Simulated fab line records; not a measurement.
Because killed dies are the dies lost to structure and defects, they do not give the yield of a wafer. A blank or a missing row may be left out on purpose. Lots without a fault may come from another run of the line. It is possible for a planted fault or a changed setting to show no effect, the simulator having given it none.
Which tool was responsible? -- flow n5 finfet -- 12 lots, 30 wafers sampled, at 4 steps of a route of 1938

WHAT THE GAUGES SHOWED, per wafer
The record lacks any reading of a measuring or inspecting step that a usual standard deviation could be used to judge.

EACH LOT AND THE TOOL THAT RAN IT (in order: tool; ch and the chambers of the sampled wafers; start)
lot,N5_BEOL_M8_HM_DEP_02,N5_BEOL_M8_STRIP_19,N5_BEOL_M8_COAT_63,N5_BEOL_M8_DESCUM_33
L175,"pvd sputter-01, day 9 07:02","rie diel-02 ch 0,2, day 9 08:01","litho track-02 ch 0, day 9 10:44","rie diel-03 ch 0,2,3, day 9 11:08"
L174,"pvd sputter-02, day 9 16:56","rie diel-06 ch 0,3, day 9 17:47","litho track-02 ch 0, day 9 20:02","rie diel-06 ch 0,1, day 9 20:33"
L176,"pvd sputter-02, day 9 17:02","rie diel-03 ch 0,2, day 9 18:02","litho track-04 ch 0, day 9 21:07","rie diel-02 ch 0,2, day 9 21:31"
L178,"pvd sputter-01, day 10 13:37","rie diel-03 ch 1,2, day 10 14:52","litho track-02 ch 0, day 10 17:02","rie diel-03 ch 1,2,3, day 10 17:26"
L181,"pvd sputter-01, day 11 04:44","rie diel-02 ch 3, day 11 05:43","litho track-02 ch 0, day 11 06:02","rie diel-02 ch 3, day 11 06:25"
L191,"pvd sputter-02, day 13 16:00","rie diel-03 ch 1,2,3, day 13 17:04","litho track-02 ch 0, day 13 19:58","rie diel-02 ch 0,1,3, day 13 20:44"
L190,"pvd sputter-01, day 13 20:50","rie diel-03 ch 1,2, day 13 22:26","litho track-02 ch 0, day 13 23:26","rie diel-03 ch 0,2,3, day 13 23:58"
L193,"pvd sputter-03, day 14 00:59","rie diel-02 ch 1,3, day 14 02:11","litho track-03 ch 0, day 14 03:45","rie diel-06 ch 0,2, day 14 04:08"
L192,"pvd sputter-03, day 14 05:07","rie diel-02 ch 1,3, day 14 06:12","litho track-03 ch 0, day 14 06:48","rie diel-06 ch 0,2, day 14 07:11"
L194,"pvd sputter-03, day 14 19:52","rie diel-06 ch 1,2, day 14 21:30","litho track-03 ch 0, day 14 21:37","rie diel-03 ch 3, day 14 22:15"
L196,"pvd sputter-02, day 15 03:31","rie diel-06 ch 1, day 15 05:01","litho track-03 ch 0, day 15 05:20","rie diel-03 ch 2,3, day 15 06:33"
L197,"pvd sputter-02, day 15 04:20","rie diel-03 ch 0,1,3, day 15 06:04","litho track-04 ch 0, day 15 08:07","rie diel-03 ch 1,2,3, day 15 09:05"
- N5_BEOL_M8_HM_DEP_02: deposits TiN, target thk 20 nm.
- N5_BEOL_M8_STRIP_19: strips in O2.
- N5_BEOL_M8_COAT_63: time 60 s, resist thk 60 nm.
- N5_BEOL_M8_DESCUM_33: chemistry O2, time 7 s.

AS READ BY THE TOOLS THEMSELVES (means over the sampled wafers that have a number; for cases with no such wafer, the mark the record gives instead)
N5_BEOL_M8_HM_DEP_02. Usual: throttle valve pct 30.2 %, standard deviation 0.92.
lot,tool,throttle valve pct (%),flag
L175,pvd sputter-01,30.5,
L174,pvd sputter-02,29.1,
L176,pvd sputter-02,30.0,
L178,pvd sputter-01,30.8,
L181,pvd sputter-01,29.9,
L191,pvd sputter-02,29.6,
L190,pvd sputter-01,30.4,
L193,pvd sputter-03,30.0,
L192,pvd sputter-03,29.8,
L194,pvd sputter-03,29.5,
L196,pvd sputter-02,29.1,
L197,pvd sputter-02,29.6,

N5_BEOL_M8_STRIP_19. Usual: drypump motor current A 5.7 A, standard deviation 0.42; oes product au 0.83 a.u., standard deviation 0.055; rf vpp V 3.6 V, standard deviation 0.59; showerhead plenum p Torr 2.14 Torr, standard deviation 0.071; temp c 40.01 C, standard deviation 0.1; throttle valve pct 16.61 %, standard deviation 0.22.
lot,tool,drypump motor current A (A),oes product au (a.u.),rf vpp V (V),showerhead plenum p Torr (Torr),temp c (C),throttle valve pct (%),flag
L175,rie diel-02,6.1,0.84,3.7,2.05,39.93,16.79,
L174,rie diel-06,6.0,0.84,4.2,2.21,39.95,16.35,
L176,rie diel-03,5.8,0.85,3.3,2.16,40.02,16.83,
L178,rie diel-03,5.6,0.87,3.0,2.23,40.22,16.75,
L181,rie diel-02,4.9,0.78,4.0,2.12,40.16,16.41,
L191,rie diel-03,5.6,0.83,3.8,2.19,40.03,16.71,
L190,rie diel-03,5.6,0.85,3.8,2.23,39.91,16.74,
L193,rie diel-02,5.2,0.80,3.9,2.11,40.03,16.38,
L192,rie diel-02,5.3,0.82,4.6,2.12,39.89,16.35,
L194,rie diel-06,5.6,0.77,3.5,2.08,39.98,16.56,
L196,rie diel-06,6.1,0.72,3.8,2.03,40.03,16.83,
L197,rie diel-03,5.8,0.79,4.1,2.15,40.08,16.77,

N5_BEOL_M8_COAT_63. Usual: spin speed rpm 1500.0 rpm, standard deviation 1.2.
lot,tool,spin speed rpm (rpm),flag
L175,litho track-02,1499.8,
L174,litho track-02,1500.3,
L176,litho track-04,1500.5,
L178,litho track-02,1501.1,
L181,litho track-02,1500.5,
L191,litho track-02,1181.3,OFF
L190,litho track-02,1180.6,OFF
L193,litho track-03,1501.0,
L192,litho track-03,1499.5,
L194,litho track-03,1498.8,
L196,litho track-03,1499.8,
L197,litho track-04,1500.5,

N5_BEOL_M8_DESCUM_33. Usual: drypump motor current A 5.7 A, standard deviation 0.41; oes product au 0.83 a.u., standard deviation 0.058; rf vpp V 243.7 V, standard deviation 1.3; showerhead plenum p Torr 2.13 Torr, standard deviation 0.067; temp c 40.00 C, standard deviation 0.13; throttle valve pct 20.34 %, standard deviation 0.25.
lot,tool,drypump motor current A (A),oes product au (a.u.),rf vpp V (V),showerhead plenum p Torr (Torr),temp c (C),throttle valve pct (%),flag
L175,rie diel-03,5.7,0.85,244.1,2.14,39.99,20.51,
L174,rie diel-06,6.2,0.79,243.0,2.13,39.98,20.34,
L176,rie diel-02,6.0,0.79,243.2,2.04,40.03,20.61,
L178,rie diel-03,5.6,0.86,244.7,2.20,40.06,20.44,
L181,rie diel-02,4.9,0.79,243.8,2.12,40.08,20.18,
L191,rie diel-02,5.7,0.83,242.5,2.08,40.04,20.26,
L190,rie diel-03,5.7,0.80,244.3,2.13,39.96,20.57,
L193,rie diel-06,5.8,0.80,244.0,2.18,40.04,20.13,
L192,rie diel-06,5.6,0.80,242.8,2.16,40.12,20.11,
L194,rie diel-03,5.6,0.78,243.3,2.12,40.11,20.40,
L196,rie diel-03,5.5,0.80,244.3,2.16,40.05,20.53,
L197,rie diel-03,5.6,0.81,244.7,2.18,40.14,20.51,

THE ANSWER, worked out from the rows above alone
Rule: lot off if the mean of its wafers having a number is beyond 3 standard deviations from the usual mean. Also off: a lot with no number at a reading for which 4 or more lots have one. The other lots that the step has rows for count as sound. First the gauges in route order, then the tools' own readings, where a lot's mean is used as printed above. The first step at which some lot is off is used, and at that step the reading that is off furthest; a lot without a number counts as furthest.
Off: L191, L190, at N5_BEOL_M8_COAT_63 (spin speed rpm).
If a tool, at that step or one of the process steps before it, ran each lot that is off and ran no sound lot following the first of them, it fits. One candidate fits, namely litho track-02 at N5_BEOL_M8_COAT_63. A fault onset in the window from L181 (day 11 06:02, its last sound lot) to L191 (day 13 19:58, its first lot off) fits.
The tool's own readings at N5_BEOL_M8_COAT_63 bear it out: on the lots that are off they differ by more than 5 times the standard deviation of the sound lots' means. spin speed rpm reads 1180.9 rpm there against 1500.2 rpm on the sound lots.

WHAT HAD BEEN PUT IN BY THE SIMULATOR
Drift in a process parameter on litho track-02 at N5_BEOL_M8_COAT_63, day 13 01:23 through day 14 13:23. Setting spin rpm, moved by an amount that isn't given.
Shown lots that were struck: L191, L190. The same result came from the rule above.
